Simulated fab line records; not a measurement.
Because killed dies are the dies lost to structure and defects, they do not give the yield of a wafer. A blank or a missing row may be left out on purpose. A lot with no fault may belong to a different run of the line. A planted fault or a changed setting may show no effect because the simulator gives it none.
The tool behind it: which one? / flow n5 finfet / 11 lots, 33 wafers sampled, at 5 steps of a route of 1938

== WHAT THE GAUGES SHOWED, per wafer ==
N5_BEOL_M10_THK_MEAS_53: measures by xrf.
lot=L903; measured=day 11 19:23; on=film metro-02; M10_THK (nm)=139.2 139.2 137.5
lot=L904; measured=day 12 17:23; on=film metro-02; M10_THK (nm)=142.6 138.7 142.9
lot=L906; measured=day 12 17:28; on=film metro-02; M10_THK (nm)=144.0 141.5 139.7
lot=L907; measured=day 13 01:43; on=film metro-02; M10_THK (nm)=137.0 139.1 136.5
lot=L909; measured=day 13 10:34; on=film metro-01; M10_THK (nm)=140.8 140.8 140.7
lot=L911; measured=day 13 23:02; on=film metro-01; M10_THK (nm)=140.5 140.9 142.0
lot=L918; measured=day 15 11:29; on=film metro-02; M10_THK (nm)=142.9 141.2 141.1
lot=L920; measured=day 15 23:44; on=film metro-02; M10_THK (nm)=139.4 140.2 140.5
lot=L921; measured=day 16 05:27; on=film metro-01; M10_THK (nm)=137.3 140.7 141.3
lot=L923; measured=day 16 17:51; on=film metro-01; M10_THK (nm)=139.9 140.8 138.0
lot=L925; measured=day 17 17:52; on=film metro-02; M10_THK (nm)=139.7 138.2 139.5

N5_BEOL_M10_RS_MEAS_57: uses a four-point probe to measure.
lot=L903; measured=day 11 19:31; on=film metro-02; M10_RS (ohm/sq)=0.1500 0.1500 0.1524
lot=L904; measured=day 12 17:31; on=film metro-01; M10_RS (ohm/sq)=0.1488 0.1524 0.1485
lot=L906; measured=day 12 17:36; on=film metro-02; M10_RS (ohm/sq)=0.1479 0.1512 0.1529
lot=L907; measured=day 13 01:51; on=film metro-02; M10_RS (ohm/sq)=0.1546 0.1522 0.1555
lot=L909; measured=day 13 10:42; on=film metro-01; M10_RS (ohm/sq)=0.1516 0.1512 0.1519
lot=L911; measured=day 13 23:11; on=film metro-02; M10_RS (ohm/sq)=0.1519 0.1519 0.1497
lot=L918; measured=day 15 11:38; on=film metro-02; M10_RS (ohm/sq)=0.1489 0.1504 0.1505
lot=L920; measured=day 15 23:52; on=film metro-02; M10_RS (ohm/sq)=0.1530 0.1525 0.1527
lot=L921; measured=day 16 05:35; on=film metro-02; M10_RS (ohm/sq)=0.1553 0.1514 0.1511
lot=L923; measured=day 16 17:59; on=film metro-02; M10_RS (ohm/sq)=0.1521 0.1510 0.1543
lot=L925; measured=day 17 18:02; on=film metro-01; M10_RS (ohm/sq)=0.1534 0.1546 0.1522

== TOOL THAT RAN EACH LOT (tool first, then ch and the chambers of the sampled wafers, then the start) ==
lot=L903; N5_BEOL_M10_SURFACE_TREAT_76=pvd sputter-03, day 11 17:42; N5_BEOL_M10_ECD_50=ecd cu-02 ch 0,1, day 11 18:20; N5_BEOL_M10_CMP_52=cmp-01 ch 1,2,3, day 11 19:07
lot=L904; N5_BEOL_M10_SURFACE_TREAT_76=pvd sputter-02, day 12 16:05; N5_BEOL_M10_ECD_50=ecd cu-02 ch 0,1, day 12 16:41; N5_BEOL_M10_CMP_52=cmp-02 ch 0,1, day 12 17:07
lot=L906; N5_BEOL_M10_SURFACE_TREAT_76=pvd sputter-02, day 12 16:07; N5_BEOL_M10_ECD_50=ecd cu-01 ch 0,1, day 12 16:46; N5_BEOL_M10_CMP_52=cmp-01 ch 2,3, day 12 17:10
lot=L907; N5_BEOL_M10_SURFACE_TREAT_76=pvd sputter-02, day 12 22:52; N5_BEOL_M10_ECD_50=ecd cu-01 ch 0,1, day 13 00:43; N5_BEOL_M10_CMP_52=cmp-02 ch 0,1,3, day 13 01:25
lot=L909; N5_BEOL_M10_SURFACE_TREAT_76=pvd sputter-01, day 13 09:06; N5_BEOL_M10_ECD_50=ecd cu-01 ch 0,1, day 13 09:29; N5_BEOL_M10_CMP_52=cmp-01 ch 0,1,2, day 13 10:19
lot=L911; N5_BEOL_M10_SURFACE_TREAT_76=pvd sputter-03, day 13 21:56; N5_BEOL_M10_ECD_50=ecd cu-01 ch 0,1, day 13 22:20; N5_BEOL_M10_CMP_52=cmp-02 ch 0,1,2, day 13 22:47
lot=L918; N5_BEOL_M10_SURFACE_TREAT_76=pvd sputter-02, day 15 09:38; N5_BEOL_M10_ECD_50=ecd cu-02 ch 0,1, day 15 10:11; N5_BEOL_M10_CMP_52=cmp-04 ch 0,2, day 15 11:14
lot=L920; N5_BEOL_M10_SURFACE_TREAT_76=pvd sputter-03, day 15 22:03; N5_BEOL_M10_ECD_50=ecd cu-02 ch 0,1, day 15 22:35; N5_BEOL_M10_CMP_52=cmp-01 ch 0,3, day 15 23:26
lot=L921; N5_BEOL_M10_SURFACE_TREAT_76=pvd sputter-01, day 16 03:58; N5_BEOL_M10_ECD_50=ecd cu-02 ch 0,1, day 16 04:22; N5_BEOL_M10_CMP_52=cmp-04 ch 1,3, day 16 05:10
lot=L923; N5_BEOL_M10_SURFACE_TREAT_76=pvd sputter-02, day 16 16:46; N5_BEOL_M10_ECD_50=ecd cu-02 ch 0,1, day 16 17:08; N5_BEOL_M10_CMP_52=cmp-04 ch 0,3, day 16 17:35
lot=L925; N5_BEOL_M10_SURFACE_TREAT_76=pvd sputter-03, day 17 16:23; N5_BEOL_M10_ECD_50=ecd cu-01 ch 0,1, day 17 16:41; N5_BEOL_M10_CMP_52=cmp-02 ch 0,2,3, day 17 17:34
- N5_BEOL_M10_SURFACE_TREAT_76
- N5_BEOL_M10_ECD_50: material Cu, target thk 318 nm.
- N5_BEOL_M10_CMP_52: polishes, stops on SiCOH lowk, t overpolish 7 s, target thk 140 nm.

== WHAT THE TOOLS THEMSELVES READ (means of the sampled wafers that have a number; where no wafer has one, the mark that the record gives instead) ==
N5_BEOL_M10_CMP_52.
lot=L903; tool=cmp-01; clearing platen rpm (rpm)=50.017; motor current A (A)=6.3; slurry flow ml min=150.4; time to endpoint s (s)=67.6
lot=L904; tool=cmp-02; clearing platen rpm (rpm)=49.973; motor current A (A)=5.9; slurry flow ml min=150.0; time to endpoint s (s)=61.8
lot=L906; tool=cmp-01; clearing platen rpm (rpm)=50.005; motor current A (A)=5.9; slurry flow ml min=149.9; time to endpoint s (s)=64.5
lot=L907; tool=cmp-02; clearing platen rpm (rpm)=50.014; motor current A (A)=6.0; slurry flow ml min=149.6; time to endpoint s (s)=67.4
lot=L909; tool=cmp-01; clearing platen rpm (rpm)=49.974; motor current A (A)=6.3; slurry flow ml min=150.0; time to endpoint s (s)=81.2
lot=L911; tool=cmp-02; clearing platen rpm (rpm)=49.981; motor current A (A)=5.9; slurry flow ml min=149.5; time to endpoint s (s)=78.2
lot=L918; tool=cmp-04; clearing platen rpm (rpm)=49.980; motor current A (A)=6.0; slurry flow ml min=150.0; time to endpoint s (s)=68.2
lot=L920; tool=cmp-01; clearing platen rpm (rpm)=50.009; motor current A (A)=6.4; slurry flow ml min=150.0; time to endpoint s (s)=67.3
lot=L921; tool=cmp-04; clearing platen rpm (rpm)=49.983; motor current A (A)=6.4; slurry flow ml min=149.9; time to endpoint s (s)=66.0
lot=L923; tool=cmp-04; clearing platen rpm (rpm)=49.975; motor current A (A)=6.4; slurry flow ml min=149.7; time to endpoint s (s)=67.1
lot=L925; tool=cmp-02; clearing platen rpm (rpm)=50.020; motor current A (A)=6.2; slurry flow ml min=150.6; time to endpoint s (s)=66.2

== THE ANSWER, worked out from the rows above alone ==
Rule: the usual values come from the lots themselves. Put in order of their means at a reading, lots are off if they are a third of the lots or fewer, leave a main group of 4 or more, and stand apart from it by a gap of 3 or more times the standard deviation of the main group's means; of several such gaps the widest counts. A main group whose means are all the same, to the digits that the tables above print for the reading, isn't used. Also off: a lot with no number at a reading for which 4 or more lots have one. All remaining lots with rows at the step are treated as sound. First the gauges in route order, then the tools' own readings, where a lot's mean is used as printed above. The first step at which some lot is off is used, and at that step the reading that is off furthest; a lot without a number counts as furthest.
Off: L909, L911, at N5_BEOL_M10_CMP_52 (time to endpoint s). The main group has a mean of 66.2 s with a standard deviation of 1.9.
A tool fits if, at that step or a process step before it, it ran every lot that is off, and no sound lot after the first of them. None of those tried fits.

== WHAT WAS PUT IN BY THE SIMULATOR ==
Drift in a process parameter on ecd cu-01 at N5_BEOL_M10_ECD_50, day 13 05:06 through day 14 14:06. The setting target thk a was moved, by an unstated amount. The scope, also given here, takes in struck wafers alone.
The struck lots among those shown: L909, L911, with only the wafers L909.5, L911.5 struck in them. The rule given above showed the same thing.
